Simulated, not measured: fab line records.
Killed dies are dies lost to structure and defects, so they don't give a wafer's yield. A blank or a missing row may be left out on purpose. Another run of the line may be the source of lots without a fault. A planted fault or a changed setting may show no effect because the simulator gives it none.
A lot that was struck, set against a sound lot / flow n5Finfet / 19 out of 1938 route steps
Sound: the wafers L215.1, L215.4, L215.5. The struck wafers were L220.1, L220.4, L220.5. At the end, the cause is stated.
For every step that has rows: the tool of each side, followed by ch and its chambers, followed by its first start. Under that, the readings that differ: sound wafers / struck wafers / difference of the means / sigmas: that difference in standard deviations of wafers without a fault.
alike: a reading whose means differ by less than 2 such deviations, as well as words and numbers matching on both sides. not compared: withheld readings; readings where some wafer has no value; bounds like >300 that might hide an equal value; numbers whose values overlap and for which the record gives no deviation.
A row with sigmas, a row that says differs or no value, or rows on one side alone: a step with any of these is where the two part. When numbers do not overlap yet have no deviation, they are printed without sigmas and do not part them. Lack of a reading on every wafer of one side parts them only where that side has two or more wafers.

N5_BEOL_M14_CMP_49: polishes, stops on SiO2, t overpolish 5.2 s, target thk 560 nm.
  sound on cmp-01 ch 1,2,3, day 16 15:56; struck on cmp-04 ch 1,2,3, day 18 17:34
reading=barrierFieldEndpointS (s); sound=11.26 10.92 11.20; struck=11.84 11.22 12.16; difference=+0.61; sigmas=+2
  alike: motorCurrentA, overpolishRunS, timeToEndpointS
N5_BEOL_M14_THK_MEAS_50: measures by xrf.
  sound: filmMetro-02 at day 16 16:11; struck: filmMetro-02 at day 18 17:50
  alike: M14_THK
then, 1 step without rows for these wafers: N5_BEOL_M14_PRE_CLEAN_52 (time 15 s).
N5_BEOL_M14_DEP_53: deposits SiCN from 3MS/NH3, target thk 50 nm, time 17.8 s.
  sound on pecvd-02 ch 0,1,2, day 16 16:15; struck on pecvd-04 ch 0,1, day 18 17:53
  alike: rfFwdPowerW, showerheadPlenumPTorr, throttleValvePct
N5_BEOL_M14_RS_MEAS_54: measurement is done with a four-point probe.
  sound: filmMetro-02 at day 16 16:19; struck: filmMetro-02 at day 18 17:58
  alike: M14_RS
N5_BEOL_M14_INSPECT_55: inspects for defects (darkfield).
  sound: defectInspect-02 at day 16 16:20; struck: defectInspect-02 at day 18 17:59
  alike: rawDefectCount
N5_BEOL_M15_ILD_DEP_00: deposits SiO2 from TEOS/O2, target thk 1629.3 nm, time 346.1 s.
  sound on pecvd-04 ch 0,1,2, day 16 16:23; struck on pecvd-02 ch 1,2, day 18 18:01
  alike: heaterPowerW, rfFwdPowerW, showerheadPlenumPTorr, throttleValvePct
N5_BEOL_M15_THK_MEAS_01:
  sound: filmMetro-01 at day 16 16:38; struck: filmMetro-02 at day 18 18:16
  alike: M15_ILD_THK
then, 4 steps without rows for these wafers: N5_BEOL_M15_COAT_58 (time 60 s, resist thk 89 nm); N5_BEOL_M15_COAT_04 (resist thk 800 nm); N5_BEOL_M15_EBR_06; N5_BEOL_M15_SOFTBAKE_05 (time 60 s).
N5_BEOL_M15_EXPOSE_07: exposes mask V14.
  sound on krfScanner-02 ch 0, day 16 16:53; struck on krfScanner-01 ch 0, day 18 18:24
reading=exposureDoseMJCm2; sound=41.24 41.28 41.28; struck=39.46 39.44 39.45; difference=-1.82; sigmas=-39
  alike: mask
then, 3 steps without rows for these wafers: N5_BEOL_M15_PEB_08 (peb time 90 s); N5_BEOL_M15_DEVELOP_09 (develop time 45 s); N5_BEOL_M15_HARDBAKE_14 (time 120 s).
N5_BEOL_M15_CD_MEAS_10 targets a cd of 360 nm.
  sound on cdSem-03 ch 0, day 16 17:04; struck on cdSem-01 ch 0, day 18 18:34
reading=cdNm (nm); sound=360.2 359.5 357.5; struck=351.1 349.7 352.0; difference=-8.1; sigmas=-4
N5_BEOL_M15_OVL_MEAS_11:
  sound on overlay-01 ch 0, day 16 17:05; struck on overlay-01 ch 0, day 18 18:36
  alike: V14_OVL
N5_PASSIVATION_PROBE_49:
  sound: prober-02 at day 17 11:48; struck: prober-02 at day 19 17:49
reading=killed_at_M4_up; sound=36 21 18; struck=19 5 15; difference=-12; sigmas=-2
  alike: defectLimitedYield, killed_at_M0_to_M3, killedAtContacts, killedAtFrontEnd, killedAtOther, killedDies, killedOpen, killedShort, sort_bin_4_leakage, sort_bin_5_function, sort_bin_6_memory, sortNPass, sortYieldPct

== WHERE THEY PART ==
Last at N5_PASSIVATION_PROBE_49 as far as this record goes, first at N5_BEOL_M14_CMP_49.

WHY: the cause the simulator had injected
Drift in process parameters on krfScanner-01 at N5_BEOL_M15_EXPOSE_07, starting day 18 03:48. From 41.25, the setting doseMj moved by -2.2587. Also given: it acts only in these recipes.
